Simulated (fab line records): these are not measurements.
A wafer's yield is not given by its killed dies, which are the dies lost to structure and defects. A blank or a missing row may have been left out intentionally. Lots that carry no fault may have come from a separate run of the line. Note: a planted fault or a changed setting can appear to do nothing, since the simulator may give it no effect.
A lot that was struck, set against a sound lot | flow n5 finfet | 17 out of 1938 route steps
Sound: these wafers, L646.1, L646.3, L646.4. Struck: wafers L656.1, L656.2, L656.3. The cause is named last.
Each step with rows lists, per side, the tool, then ch with its chambers, then its first start. Under that, the readings that differ: sound wafers | struck wafers | difference of the means | sigmas: that difference in standard deviations of wafers without a fault.
alike: readings whose means differ by less than 2 such deviations, and words and numbers that are the same on both sides. not compared: withheld readings, readings that some wafer has no value for, bounds like >300 that may hide the same value, and numbers for which the record gives no deviation and whose values overlap.
The two part at a step that has a row with sigmas, a row that says differs or no value, or rows on one side only. When numbers do not overlap yet have no deviation, they are printed without sigmas and do not part them. A reading that every wafer of one side lacks parts them only if that side has two wafers or more.

first, 2 steps without rows for these wafers: N5_BEOL_M14_PRECLEAN_39 (cleans in residue remover, time 60 s); N5_BEOL_M14_SRD_40 (time 30 s, dry time 30 s).
N5_BEOL_M14_DEGAS_41: time 60 s.
  sound: pvd sputter-03 at day 13 07:05; struck: pvd sputter-03 at day 17 14:43
  alike: heater power w
then, 1 step without rows for these wafers: N5_BEOL_M14_PRE_CLEAN_42 (time 30 s).
N5_BEOL_M14_SPUTTER_43: material TaN, target thk 15 nm, time 24.19 s.
  sound: pvd sputter-03 at day 13 07:10; struck: pvd sputter-03 at day 17 14:47
  alike: throttle valve pct
then, 3 steps without rows for these wafers: N5_BEOL_M14_SPUTTER_44 (material Ta, target thk 15 nm, time 24.19 s); N5_BEOL_M14_SPUTTER_45 (material Cu, target thk 100 nm, time 16.67 s); N5_BEOL_M14_ECD_47 (material Cu, target thk 1248 nm).
N5_BEOL_M14_ANNEAL_48: time 90 s.
  sound on rtp anneal-02 ch 0, day 13 07:42; struck on rtp anneal-01 ch 0, day 17 15:38
  alike: anneal temp c, wafer_temp_C_max
N5_BEOL_M14_CMP_49: polishes, stops on SiO2, t overpolish 5.2 s, target thk 560 nm.
  sound on cmp-02 ch 0,2,3, day 13 08:00; struck on cmp-01 ch 0,1,3, day 17 15:58
  alike: barrier field endpoint s, head pressure psi, motor current A, overpolish run s, time to endpoint s
N5_BEOL_M14_THK_MEAS_50: measures by xrf.
  sound: film metro-01 at day 13 08:18; struck: film metro-02 at day 17 16:15
  alike: M14_THK
then, 1 step without rows for these wafers: N5_BEOL_M14_PRE_CLEAN_52 (time 15 s).
N5_BEOL_M14_DEP_53: deposits SiCN from 3MS/NH3, target thk 50 nm, time 17.8 s.
  sound on pecvd-03 ch 0,1,2, day 13 08:22; struck on pecvd-03 ch 0,1,2, day 17 16:19
  alike: showerhead plenum p Torr, throttle valve pct
N5_BEOL_M14_RS_MEAS_54: measures by four-point-probe.
  sound: film metro-01 at day 13 08:26; struck: film metro-02 at day 17 16:23
  alike: M14_RS
N5_BEOL_M14_INSPECT_55: inspects for defects (darkfield).
  sound: defect inspect-01 at day 13 08:27; struck: defect inspect-01 at day 17 16:24
  reading          | sound    | struck      | difference | sigmas
  raw defect count | 45 66 42 | 524 514 531 | +472       | +19
N5_BEOL_M15_ILD_DEP_00: deposits SiO2 from TEOS/O2, target thk 1629.3 nm, time 346.1 s.
  sound on pecvd-04 ch 0,1, day 13 08:29; struck on pecvd-03 ch 0,1,2, day 17 16:26
  alike: heater power w, showerhead plenum p Torr, throttle valve pct
N5_PASSIVATION_PROBE_49:
  record: rows for the struck wafers here (prober-02, day 18 12:25), none for the sound ones

## WHERE THEY PART
First at N5_BEOL_M14_INSPECT_55; last, within this record, at N5_PASSIVATION_PROBE_49.

WHY: the cause the simulator had injected
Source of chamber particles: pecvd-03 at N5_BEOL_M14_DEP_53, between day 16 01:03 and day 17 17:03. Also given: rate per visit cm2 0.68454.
